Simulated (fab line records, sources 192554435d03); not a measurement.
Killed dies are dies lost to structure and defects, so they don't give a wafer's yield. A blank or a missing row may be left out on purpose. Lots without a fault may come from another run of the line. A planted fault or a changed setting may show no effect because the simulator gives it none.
Which tool did it? | flow n5_finfet | 9 lots, 27 wafers sampled, at 6 steps of a route of 1938

WHAT THE GAUGES READ, wafer by wafer
N5_BEOL_M4_RC_MEAS_101. Usual: DIBL_N 36.0 mV/V, standard deviation 1.3; DIBL_P 36.2 mV/V, standard deviation 1.7; IOFF_N 0.155 nA/um, standard deviation 0.024; IOFF_P 0.21 nA/um, standard deviation 0.034; ION_N 674 uA/um, standard deviation 9; ION_P 463 uA/um, standard deviation 7.1; SS_N 71.4 mV/dec, standard deviation 0.5; SS_P 73.4 mV/dec, standard deviation 0.57; VT_N 250.0 mV, standard deviation 2.8; VT_P -251 mV, standard deviation 3.2.
lot  | measured     | on        | DIBL_N (mV/V)  | DIBL_P (mV/V)  | IOFF_N (nA/um)    | IOFF_P (nA/um) | ION_N (uA/um) | ION_P (uA/um) | SS_N (mV/dec)  | SS_P (mV/dec)  | VT_N (mV)         | VT_P (mV)      | flag
L611 | day 9 19:06  | prober-01 | 34.4 32.8 34.7 | 34.2 32.1 34.6 | 0.113 0.097 0.123 | 0.17 0.14 0.18 | 654 654 664   | 457 454 460   | 70.8 70.5 71.1 | 72.5 72.9 73.6 | 255.3 255.2 254.6 | -254 -256 -253 |
L614 | day 11 12:30 | prober-02 | 35.3 37.4 35.4 | 33.8 36.0 33.4 | 0.133 0.164 0.134 | 0.19 0.22 0.19 | 674 681 665   | 466 467 463   | 71.6 71.4 71.7 | 72.8 73.2 73.0 | 251.5 247.7 251.1 | -251 -250 -251 |
L615 | day 11 18:32 | prober-01 | 36.0 36.1 35.8 | 37.6 37.5 36.5 | 0.164 0.170 0.153 | 0.23 0.24 0.21 | 681 684 684   | 467 474 473   | 71.3 71.3 71.1 | 73.5 72.8 73.8 | 247.5 249.1 250.3 | -249 -248 -250 |
L619 | day 12 11:48 | prober-02 | 36.0 35.0 35.2 | 37.5 35.7 36.4 | 0.157 0.144 0.153 | 0.21 0.18 0.19 | 672 667 678   | 459 452 462   | 71.7 71.4 70.7 | 73.4 73.0 74.2 | 250.7 251.3 250.9 | -251 -252 -251 |
L620 | day 12 12:08 | prober-01 | 37.8 35.8 36.3 | 37.2 35.1 35.3 | 0.186 0.156 0.159 | 0.20 0.18 0.18 | 682 681 671   | 457 458 460   | 72.0 70.8 70.4 | 73.3 73.1 73.6 | 248.8 248.2 250.2 | -254 -255 -255 |
L622 | day 13 01:10 | prober-01 | 35.9 33.2 36.0 | 37.4 34.1 37.1 | 0.173 0.126 0.177 | 0.21 0.17 0.22 | 678 670 688   | 460 463 471   | 71.4 70.8 71.2 | 73.1 72.8 73.1 | 248.6 253.2 248.4 | -249 -251 -249 |
L626 | day 13 23:57 | prober-02 | 37.7 35.4 38.0 | 36.4 33.7 37.1 | 0.176 0.134 0.192 | 0.26 0.21 0.28 | 683 668 678   | 472 465 473   | 71.4 72.0 72.3 | 74.0 73.5 73.9 | 245.8 247.5 245.9 | -246 -246 -243 |
L630 | day 14 15:31 | prober-01 | 36.7 37.5 36.4 | 36.2 37.5 36.1 | 0.164 0.180 0.156 | 0.24 0.26 0.23 | 680 683 680   | 473 476 472   | 72.1 72.1 72.2 | 73.5 74.1 73.3 | 250.9 251.2 250.9 | -246 -246 -247 |
L634 | day 15 11:43 | prober-01 | 35.7 34.8 34.3 | 34.9 34.3 34.5 | 0.135 0.120 0.121 | 0.20 0.19 0.19 | 676 668 664   | 464 464 464   | 70.9 71.0 70.4 | 73.0 72.4 72.5 | 251.9 255.6 253.3 | -251 -249 -250 |

WHICH TOOL RAN EACH LOT (tool, then ch and the chambers of the sampled wafers, then the start)
lot  | N5_BEOL_M3_SPUTTER_94        | N5_BEOL_M3_SPUTTER_96        | N5_BEOL_M4_PECVD_72             | N5_BEOL_M4_COAT_62                | N5_BEOL_M4_ETCH_63
L611 | pvd_sputter-01, day 8 13:10  | pvd_sputter-01, day 8 13:23  | pecvd-02 ch 1,2, day 8 14:37    | litho_track-05 ch 0, day 8 14:51  | rie_diel-04 ch 0,2, day 8 15:17
L614 | pvd_sputter-01, day 10 00:26 | pvd_sputter-01, day 10 00:40 | pecvd-02 ch 0,1,2, day 10 01:53 | litho_track-03 ch 0, day 10 03:57 | rie_diel-05 ch 0,2, day 10 04:33
L615 | pvd_sputter-01, day 10 03:31 | pvd_sputter-01, day 10 03:44 | pecvd-04 ch 0,2, day 10 05:05   | litho_track-03 ch 0, day 10 05:38 | rie_diel-02 ch 0,2,3, day 10 06:04
L619 | pvd_sputter-03, day 10 21:23 | pvd_sputter-03, day 10 21:37 | pecvd-04 ch 0,2, day 10 22:56   | litho_track-02 ch 0, day 11 00:47 | rie_diel-04 ch 2,3, day 11 01:14
L620 | pvd_sputter-03, day 11 00:17 | pvd_sputter-03, day 11 00:30 | pecvd-04 ch 0,1, day 11 01:50   | litho_track-02 ch 0, day 11 02:08 | rie_diel-02 ch 0,1,2, day 11 02:49
L622 | pvd_sputter-02, day 11 08:31 | pvd_sputter-02, day 11 08:44 | pecvd-04 ch 0,1, day 11 11:26   | litho_track-05 ch 0, day 11 11:47 | rie_diel-05 ch 0,1,2, day 11 12:22
L626 | pvd_sputter-02, day 13 08:23 | pvd_sputter-02, day 13 08:37 | pecvd-01 ch 0,1,2, day 13 10:01 | litho_track-05 ch 0, day 13 11:54 | rie_diel-05 ch 0,2, day 13 12:28
L630 | pvd_sputter-02, day 14 04:07 | pvd_sputter-02, day 14 04:20 | pecvd-01 ch 1,2, day 14 05:37   | litho_track-05 ch 0, day 14 06:18 | rie_diel-02 ch 2,3, day 14 06:44
L634 | pvd_sputter-03, day 14 08:02 | pvd_sputter-03, day 14 08:16 | pecvd-01 ch 1,2, day 14 09:30   | litho_track-02 ch 0, day 14 10:32 | rie_diel-02 ch 0,1,3, day 14 11:10
- N5_BEOL_M3_SPUTTER_94: material Cu, target thk 4.5 nm, time 8.29 s.
- N5_BEOL_M3_SPUTTER_96: material Cu, target thk 4.5 nm, time 8.29 s.
- N5_BEOL_M4_PECVD_72: deposits SiO2 from TEOS/O2, target thk 16 nm, time 18 s.
- N5_BEOL_M4_COAT_62: time 60 s, resist thk 12 nm.
- N5_BEOL_M4_ETCH_63: etches SiARC in CF4, target depth 15.6 nm, time 26 s.

WHAT THE TOOLS THEMSELVES READ (means of the sampled wafers that have a number; where no wafer has one, the mark that the record gives instead)
N5_BEOL_M3_SPUTTER_94. Usual: throttle_valve_pct 29.8 %, standard deviation 1.1.
lot  | tool           | throttle_valve_pct (%) | flag
L611 | pvd_sputter-01 | 29.5                   |
L614 | pvd_sputter-01 | 29.6                   |
L615 | pvd_sputter-01 | 29.6                   |
L619 | pvd_sputter-03 | 29.9                   |
L620 | pvd_sputter-03 | 30.5                   |
L622 | pvd_sputter-02 | 30.6                   |
L626 | pvd_sputter-02 | 28.5                   |
L630 | pvd_sputter-02 | 30.2                   |
L634 | pvd_sputter-03 | 30.3                   |

N5_BEOL_M3_SPUTTER_96. Usual: throttle_valve_pct 29.8 %, standard deviation 1.1.
lot  | tool           | throttle_valve_pct (%) | flag
L611 | pvd_sputter-01 | 29.5                   |
L614 | pvd_sputter-01 | 29.7                   |
L615 | pvd_sputter-01 | 29.8                   |
L619 | pvd_sputter-03 | 29.9                   |
L620 | pvd_sputter-03 | 30.4                   |
L622 | pvd_sputter-02 | 30.5                   |
L626 | pvd_sputter-02 | 28.4                   |
L630 | pvd_sputter-02 | 30.2                   |
L634 | pvd_sputter-03 | 30.5                   |

N5_BEOL_M4_PECVD_72. Usual: heater_power_w 791 W, standard deviation 85; showerhead_plenum_p_Torr 8.74 Torr, standard deviation 0.043; throttle_valve_pct 22.3 %, standard deviation 0.64.
lot  | tool     | heater_power_w (W) | showerhead_plenum_p_Torr (Torr) | throttle_valve_pct (%) | flag
L611 | pecvd-02 | 828                | 8.71                            | 22.2                   |
L614 | pecvd-02 | 807                | 8.72                            | 22.5                   |
L615 | pecvd-04 | 697                | 8.77                            | 21.9                   |
L619 | pecvd-04 | 685                | 8.76                            | 22.3                   |
L620 | pecvd-04 | 815                | 8.79                            | 22.8                   |
L622 | pecvd-04 | 704                | 8.76                            | 22.7                   |
L626 | pecvd-01 | 811                | 8.75                            | 22.0                   |
L630 | pecvd-01 | 764                | 8.71                            | 22.5                   |
L634 | pecvd-01 | 768                | 8.72                            | 21.9                   |

N5_BEOL_M4_COAT_62. Usual: resist_line_temp_C 23.01 C, standard deviation 0.093; spin_speed_rpm 1499.9 rpm, standard deviation 0.92.
lot  | tool           | resist_line_temp_C (C) | spin_speed_rpm (rpm) | flag
L611 | litho_track-05 | 22.91                  | 1500.1               |
L614 | litho_track-03 | 23.07                  | 1500.0               |
L615 | litho_track-03 | 22.86                  | 1500.5               |
L619 | litho_track-02 | 23.10                  | 1500.4               |
L620 | litho_track-02 | 23.05                  | 1500.2               |
L622 | litho_track-05 | 23.06                  | 1499.8               |
L626 | litho_track-05 | 23.03                  | 1655.1               | OFF
L630 | litho_track-05 | 22.86                  | 1656.0               | OFF
L634 | litho_track-02 | 22.99                  | 1499.6               |

N5_BEOL_M4_ETCH_63. Usual: bias_w 35.98 W, standard deviation 0.098; cf4_flow_sccm 100.02 sccm, standard deviation 0.27; drypump_motor_current_A 5.8 A, standard deviation 0.41; etch_rf_on_time_s 25.96 s, standard deviation 0.29; oes_product_au 0.65 a.u., standard deviation 0.072; rf_vpp_V 184.1 V, standard deviation 0.91; showerhead_plenum_p_Torr 2.15 Torr, standard deviation 0.042; throttle_valve_pct 15.60 %, standard deviation 0.2.
lot  | tool        | bias_w (W) | cf4_flow_sccm (sccm) | drypump_motor_current_A (A) | etch_rf_on_time_s (s) | oes_product_au (a.u.) | rf_vpp_V (V) | showerhead_plenum_p_Torr (Torr) | throttle_valve_pct (%) | flag
L611 | rie_diel-04 | 35.95      | 100.16               | 6.1                         | 25.96                 | 0.60                  | 183.2        | 2.12                            | 15.59                  |
L614 | rie_diel-05 | 35.97      | 99.93                | 6.0                         | 25.74                 | 0.62                  | 183.0        | 2.13                            | 15.61                  |
L615 | rie_diel-02 | 36.03      | 99.84                | 5.6                         | 26.18                 | 0.64                  | 185.0        | 2.16                            | 15.74                  |
L619 | rie_diel-04 | 35.89      | 100.16               | 5.7                         | 26.20                 | 0.59                  | 184.1        | 2.18                            | 15.81                  |
L620 | rie_diel-02 | 35.93      | 99.81                | 5.6                         | 25.97                 | 0.65                  | 184.2        | 2.14                            | 15.75                  |
L622 | rie_diel-05 | 36.00      | 100.04               | 6.0                         | 25.86                 | 0.64                  | 183.5        | 2.12                            | 15.53                  |
L626 | rie_diel-05 | 36.02      | 100.08               | 5.8                         | 24.53                 | 0.60                  | 183.7        | 2.12                            | 15.61                  | OFF
L630 | rie_diel-02 | 36.01      | 99.80                | 5.2                         | 24.81                 | 0.66                  | 184.3        | 2.14                            | 15.76                  | OFF
L634 | rie_diel-02 | 35.98      | 100.17               | 5.9                         | 26.20                 | 0.68                  | 183.4        | 2.15                            | 15.60                  |

THE ANSWER, worked out from the rows above alone
Rule: a lot is off if the mean of its wafers that have a number lies more than 3 standard deviations from the usual mean. A lot without any number at a reading at which 4 lots or more have one is off too. The other lots that the step has rows for count as sound. The gauges are gone through in route order, then the tools' own readings, and for those a lot's mean is taken as printed above. The first step at which some lot is off is used, and at that step the reading that is off furthest; a lot without a number counts as furthest.
Off: L626, L630, at N5_BEOL_M4_COAT_62 (spin_speed_rpm).
A tool fits if, at that step or a process step before it, it ran every lot that is off, and no sound lot after the first of them. Can't be told from this: 2 tools fit, pvd_sputter-02 at N5_BEOL_M3_SPUTTER_94 and N5_BEOL_M3_SPUTTER_96, litho_track-05 at N5_BEOL_M4_COAT_62.

WHAT THE SIMULATOR HAD PUT IN
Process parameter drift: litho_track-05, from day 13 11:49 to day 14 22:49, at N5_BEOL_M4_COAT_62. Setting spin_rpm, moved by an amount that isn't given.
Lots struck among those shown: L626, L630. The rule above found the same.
